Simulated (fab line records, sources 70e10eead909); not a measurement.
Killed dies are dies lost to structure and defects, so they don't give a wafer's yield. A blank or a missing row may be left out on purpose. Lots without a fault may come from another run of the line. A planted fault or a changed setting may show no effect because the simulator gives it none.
Which tool did it? | flow nand_harc | 14 lots, 42 wafers sampled, at 5 steps of a route of 1302

WHAT THE GAUGES READ, wafer by wafer
NHARC_A_ONON_D2_THK_MEAS_27: measures by ellipsometry.
lot  | measured     | on            | thk_nm (nm)
L397 | day 14 07:34 | film_metro-02 | 1014 1014 1013
L400 | day 15 04:36 | film_metro-02 | 988 988 989
L401 | day 15 04:35 | film_metro-01 | 996 997 997
L402 | day 16 05:10 | film_metro-02 | 993 994 994
L403 | day 16 05:01 | film_metro-01 | 995 994 997
L404 | day 16 13:38 | film_metro-02 | 1002 1003 1002
L406 | day 17 10:14 | film_metro-01 | 995 995 996
L407 | day 18 02:21 | film_metro-01 | 1001 1000 999
L408 | day 18 14:45 | film_metro-01 | 994 996 996
L412 | day 20 03:50 | film_metro-01 | 1010 1010 1008
L413 | day 20 14:56 | film_metro-02 | 1005 1003 1006
L415 | day 21 16:43 | film_metro-01 | 945 944 947
L417 | day 21 22:44 | film_metro-01 | 947 948 945
L418 | day 22 12:25 | film_metro-01 | 986 986 986

WHICH TOOL RAN EACH LOT (tool, then ch and the chambers of the sampled wafers, then the start)
lot  | NHARC_A_CHANNEL_FILL_D1_ETCHBACK_19 | NHARC_A_CHANNEL_FILL_D1_STRIP_28   | NHARC_A_CHANNEL_FILL_D1_ETCHBACK_08           | NHARC_A_ONON_D2_DEP_25
L397 | rie_si-04 ch 0,2,3, day 10 21:44    | rie_diel-11 ch 0,1,3, day 10 21:58 | rie_diel-03 ch 0,1,3, day 14 07:04 or earlier | pecvd_onon-02 ch 0, day 14 07:04
L400 | rie_si-01 ch 1,2, day 12 04:34      | rie_diel-11 ch 1,2,3, day 12 04:48 | rie_diel-11 ch 0,3, day 15 04:09 or earlier   | pecvd_onon-04 ch 0, day 15 04:09
L401 | rie_si-04 ch 0,2,3, day 12 04:34    | rie_diel-08 ch 1,2, day 12 04:47   | rie_diel-08 ch 0,2, day 15 04:05 or earlier   | pecvd_onon-03 ch 0, day 15 04:05
L402 | rie_si-01 ch 0,3, day 13 01:51      | rie_diel-08 ch 0,2, day 13 02:07   | rie_diel-08 ch 0,2, day 16 04:39 or earlier   | pecvd_onon-04 ch 0, day 16 04:39
L403 | rie_si-04 ch 0,1,3, day 13 05:22    | rie_diel-03 ch 0,2,3, day 13 05:35 | rie_diel-08 ch 1,3, day 16 04:31 or earlier   | pecvd_onon-02 ch 0, day 16 04:31
L404 | rie_si-04 ch 2,3, day 13 13:52      | rie_diel-08 ch 0,2,3, day 13 14:05 | rie_diel-03 ch 0,1,3, day 16 13:11 or earlier | pecvd_onon-03 ch 0, day 16 13:11
L406 | rie_si-06 ch 0,2,3, day 14 10:07    | rie_diel-03 ch 0,1,3, day 14 10:19 | rie_diel-03 ch 0,1,3, day 17 09:47 or earlier | pecvd_onon-03 ch 0, day 17 09:47
L407 | rie_si-06 ch 0,1, day 14 22:42      | rie_diel-08 ch 0,1,3, day 14 22:55 | rie_diel-11 ch 1,2, day 18 01:54 or earlier   | pecvd_onon-04 ch 0, day 18 01:54
L408 | rie_si-01 ch 0,2, day 14 22:43      | rie_diel-03 ch 0,1,3, day 14 22:57 | rie_diel-08 ch 0,1,3, day 18 14:18 or earlier | pecvd_onon-02 ch 0, day 18 14:18
L412 | rie_si-01 ch 1,2,3, day 17 02:52    | rie_diel-03 ch 0,2,3, day 17 03:07 | rie_diel-08 ch 1,2,3, day 20 03:20 or earlier | pecvd_onon-03 ch 0, day 20 03:20
L413 | rie_si-06 ch 0,1,2, day 17 14:55    | rie_diel-11 ch 0,1,2, day 17 15:08 | rie_diel-08 ch 0,1,3, day 20 14:29 or earlier | pecvd_onon-03 ch 0, day 20 14:29
L415 | rie_si-04 ch 2,3, day 18 15:51      | rie_diel-08 ch 2,3, day 18 16:04   | rie_diel-08 ch 0,1,2, day 21 16:16 or earlier | pecvd_onon-03 ch 0, day 21 16:16
L417 | rie_si-04 ch 2,3, day 18 19:26      | rie_diel-03 ch 1,2, day 18 19:40   | rie_diel-11 ch 0,1,2, day 21 22:14 or earlier | pecvd_onon-03 ch 0, day 21 22:14
L418 | rie_si-06 ch 0,3, day 19 09:04      | rie_diel-03 ch 0,1,2, day 19 09:17 | rie_diel-08 ch 1,2, day 22 11:55 or earlier   | pecvd_onon-02 ch 0, day 22 11:55
- NHARC_A_CHANNEL_FILL_D1_ETCHBACK_19: etches the open film in HBr/Cl2, target depth 5 nm, time 1.7 s.
- NHARC_A_CHANNEL_FILL_D1_STRIP_28: strips in O2, time 20 s.
- NHARC_A_CHANNEL_FILL_D1_ETCHBACK_08: etches the open film in C4F8, target depth 220 nm, time 110 s.
- NHARC_A_ONON_D2_DEP_25: target thk 1000 nm.

WHAT THE TOOLS THEMSELVES READ (means of the sampled wafers that have a number; where no wafer has one, the mark that the record gives instead)
NHARC_A_CHANNEL_FILL_D1_ETCHBACK_19.
lot  | tool      | chamber_pressure_mTorr (mTorr) | drypump_motor_current_A (A) | oes_product_au (a.u.) | throttle_valve_pct (%)
L397 | rie_si-04 | 14.994                         | 6.1                         | 1.003                 | 26.403
L400 | rie_si-01 | 14.997                         | 6.2                         | 1.004                 | 26.408
L401 | rie_si-04 | 15.012                         | 6.1                         | 0.998                 | 26.401
L402 | rie_si-01 | 15.006                         | 6.3                         | 0.991                 | 26.396
L403 | rie_si-04 | 15.012                         | 6.2                         | 0.999                 | 26.411
L404 | rie_si-04 | 15.003                         | 5.9                         | 0.999                 | 26.402
L406 | rie_si-06 | 14.999                         | 5.4                         | 1.005                 | 26.405
L407 | rie_si-06 | 15.009                         | 5.9                         | 1.001                 | 26.404
L408 | rie_si-01 | 15.007                         | 6.4                         | 1.004                 | 26.406
L412 | rie_si-01 | 14.997                         | 6.3                         | 1.001                 | 26.402
L413 | rie_si-06 | 15.016                         | 5.6                         | 1.007                 | 26.407
L415 | rie_si-04 | 14.998                         | 5.9                         | 1.007                 | 26.408
L417 | rie_si-04 | 14.994                         | 5.9                         | 0.999                 | 26.400
L418 | rie_si-06 | 15.001                         | 5.4                         | 0.996                 | 26.406

NHARC_A_CHANNEL_FILL_D1_STRIP_28.
lot  | tool        | chamber_pressure_mTorr (mTorr) | drypump_motor_current_A (A) | oes_product_au (a.u.) | rf_vpp_V (V) | showerhead_plenum_p_Torr (Torr) | throttle_valve_pct (%)
L397 | rie_diel-11 | 60.02                          | 5.6                         | 0.999                 | 57.6         | 3.57                            | 17.035
L400 | rie_diel-11 | 60.01                          | 5.9                         | 1.003                 | 58.5         | 3.52                            | 17.039
L401 | rie_diel-08 | 60.01                          | 6.1                         | 0.999                 | 57.9         | 3.66                            | 17.036
L402 | rie_diel-08 | 59.97                          | 5.6                         | 1.001                 | 57.4         | 3.62                            | 17.029
L403 | rie_diel-03 | 59.99                          | 5.8                         | 1.000                 | 58.2         | 3.55                            | 17.048
L404 | rie_diel-08 | 59.99                          | 5.5                         | 1.009                 | 57.0         | 3.62                            | 17.040
L406 | rie_diel-03 | 59.98                          | 5.4                         | 1.003                 | 57.5         | 3.39                            | 17.037
L407 | rie_diel-08 | 60.03                          | 5.5                         | 0.993                 | 58.3         | 3.56                            | 17.035
L408 | rie_diel-03 | 59.96                          | 5.5                         | 1.009                 | 57.1         | 3.39                            | 17.033
L412 | rie_diel-03 | 60.01                          | 5.8                         | 1.016                 | 57.7         | 3.54                            | 17.040
L413 | rie_diel-11 | 60.00                          | 6.0                         | 0.996                 | 57.8         | 3.42                            | 17.042
L415 | rie_diel-08 | 60.04                          | 5.8                         | 0.996                 | 58.4         | 3.76                            | 17.032
L417 | rie_diel-03 | 60.01                          | 6.3                         | 1.011                 | 58.2         | 3.61                            | 17.030
L418 | rie_diel-03 | 60.07                          | 5.9                         | 1.000                 | 57.3         | 3.49                            | 17.039

NHARC_A_CHANNEL_FILL_D1_ETCHBACK_08.
lot  | tool        | chamber_pressure_mTorr (mTorr) | oes_product_au (a.u.) | rf_vpp_V (V)
L397 | rie_diel-03 | 24.988                         | 0.95                  | 438
L400 | rie_diel-11 | 24.981                         | 0.93                  | 443
L401 | rie_diel-08 | 24.977                         | 0.93                  | 441
L402 | rie_diel-08 | 24.997                         | 0.92                  | 440
L403 | rie_diel-08 | 25.007                         | 0.92                  | 443
L404 | rie_diel-03 | 24.970                         | 0.97                  | 439
L406 | rie_diel-03 | 24.985                         | 0.93                  | 438
L407 | rie_diel-11 | 25.024                         | 1.00                  | 440
L408 | rie_diel-08 | 24.975                         | 0.99                  | 441
L412 | rie_diel-08 | 25.001                         | 0.96                  | 444
L413 | rie_diel-08 | 24.988                         | 1.00                  | 442
L415 | rie_diel-08 | 25.025                         | 0.92                  | 441
L417 | rie_diel-11 | 24.990                         | 1.00                  | 439
L418 | rie_diel-08 | 25.009                         | 0.97                  | 444

THE ANSWER, worked out from the rows above alone
Rule: what is usual is taken from the lots themselves. Put in order of their means at a reading, lots are off if they are a third of the lots or fewer, leave a main group of 4 or more, and stand apart from it by a gap of 3 or more times the standard deviation of the main group's means; of several such gaps the widest counts. A main group whose means are all the same, to the digits that the tables above print for the reading, isn't used. A lot without any number at a reading at which 4 lots or more have one is off too. The other lots that the step has rows for count as sound. The gauges are gone through in route order, then the tools' own readings, and for those a lot's mean is taken as printed above. The first step at which some lot is off is used, and at that step the reading that is off furthest; a lot without a number counts as furthest.
Off: L415, L417, at NHARC_A_ONON_D2_THK_MEAS_27 (thk_nm). The main group: mean 998 nm, standard deviation 7.7.
A tool fits if, at a process step before that reading, it ran every lot that is off, and no sound lot after the first of them. The gauges at NHARC_A_ONON_D2_THK_MEAS_27 are tried like those tools. NHARC_A_CHANNEL_FILL_D1_ETCHBACK_08 gives no start for some lots, so the hours and the order of its lots are those of NHARC_A_ONON_D2_DEP_25. Can't be told from this: 2 tools fit, rie_si-04 at NHARC_A_CHANNEL_FILL_D1_ETCHBACK_19, pecvd_onon-03 at NHARC_A_ONON_D2_DEP_25.

WHAT THE SIMULATOR HAD PUT IN
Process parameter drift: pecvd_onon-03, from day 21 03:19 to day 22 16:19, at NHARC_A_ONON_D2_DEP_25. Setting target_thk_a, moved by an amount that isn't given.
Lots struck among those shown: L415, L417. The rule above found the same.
